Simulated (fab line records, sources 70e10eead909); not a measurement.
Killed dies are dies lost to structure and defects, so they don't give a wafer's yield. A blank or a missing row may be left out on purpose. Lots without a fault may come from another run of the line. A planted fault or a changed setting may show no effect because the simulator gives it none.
Chamber matching | flow nand_harc | NHARC_A_STAIRCASE_CMP_152 on cmp-01: 4 sister chambers
The step polishes. 24 wafers are shown with their chamber, then 12 later ones without.

WAFERS WITH THEIR CHAMBER
wafer  | chamber | motor_current_A (A)
L075.2 | 2       | 10.4
L075.5 | 0       | 12.9
L075.6 | 3       | 13.9
L077.2 | 2       | 10.9
L077.5 | 3       | 13.2
L077.6 | 2       | 11.5
L080.1 | 2       | 10.8
L080.2 | 1       | 11.4
L080.3 | 3       | 13.8
L081.1 | 2       | 11.2
L081.3 | 1       | 11.4
L081.6 | 3       | 13.7
L082.2 | 2       | 11.3
L082.4 | 0       | 13.7
L082.6 | 0       | 13.9
L086.2 | 2       | 11.4
L086.4 | 3       | 13.1
L086.5 | 0       | 13.4
L084.1 | 0       | 14.2
L084.2 | 3       | 13.0
L084.4 | 1       | 11.9
L089.1 | 3       | 13.6
L089.2 | 0       | 12.9
L089.5 | 1       | 11.4

SIGNATURES (means of the wafers above)
reading         | chamber 0 | chamber 1 | chamber 2 | chamber 3 | scatter within a chamber
motor_current_A | 13.500    | 11.525    | 11.071    | 13.471    | 0.407
Rule: a wafer's distance from a chamber is the root of the sum, over the readings, of the square of ((its reading less the chamber's mean) divided by the reading's scatter). The wafer belongs to the nearest chamber; if the next one is less than 2 further off, it can't be placed. The scatter: the root of (the sum of the squares of (reading less its chamber's mean) over the shown wafers, divided by (wafers less chambers)).

WAFERS WITHOUT THEIR CHAMBER
wafer  | motor_current_A (A)
L088.1 | 10.8
L088.2 | 13.3
L088.3 | 13.3
L091.1 | 14.1
L091.3 | 13.2
L091.5 | 13.4
L092.1 | 11.0
L092.4 | 11.4
L092.6 | 10.7
L095.1 | 11.0
L095.4 | 11.2
L095.5 | 13.5

WHICH CHAMBER EACH WENT THROUGH
wafer  | from the rows above     | in truth
L088.1 | can't be placed: 2 or 1 | 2
L088.2 | can't be placed: 3 or 0 | 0
L088.3 | can't be placed: 3 or 0 | 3
L091.1 | can't be placed: 0 or 3 | 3
L091.3 | can't be placed: 3 or 0 | 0
L091.5 | can't be placed: 3 or 0 | 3
L092.1 | can't be placed: 2 or 1 | 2
L092.4 | can't be placed: 1 or 2 | 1
L092.6 | can't be placed: 2 or 1 | 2
L095.1 | can't be placed: 2 or 1 | 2
L095.4 | can't be placed: 2 or 1 | 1
L095.5 | can't be placed: 0 or 3 | 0
Placed correctly: 0 of 12. Can't be placed from these rows: 12 (the true chamber is among the candidates in 12). Placed wrongly: 0.
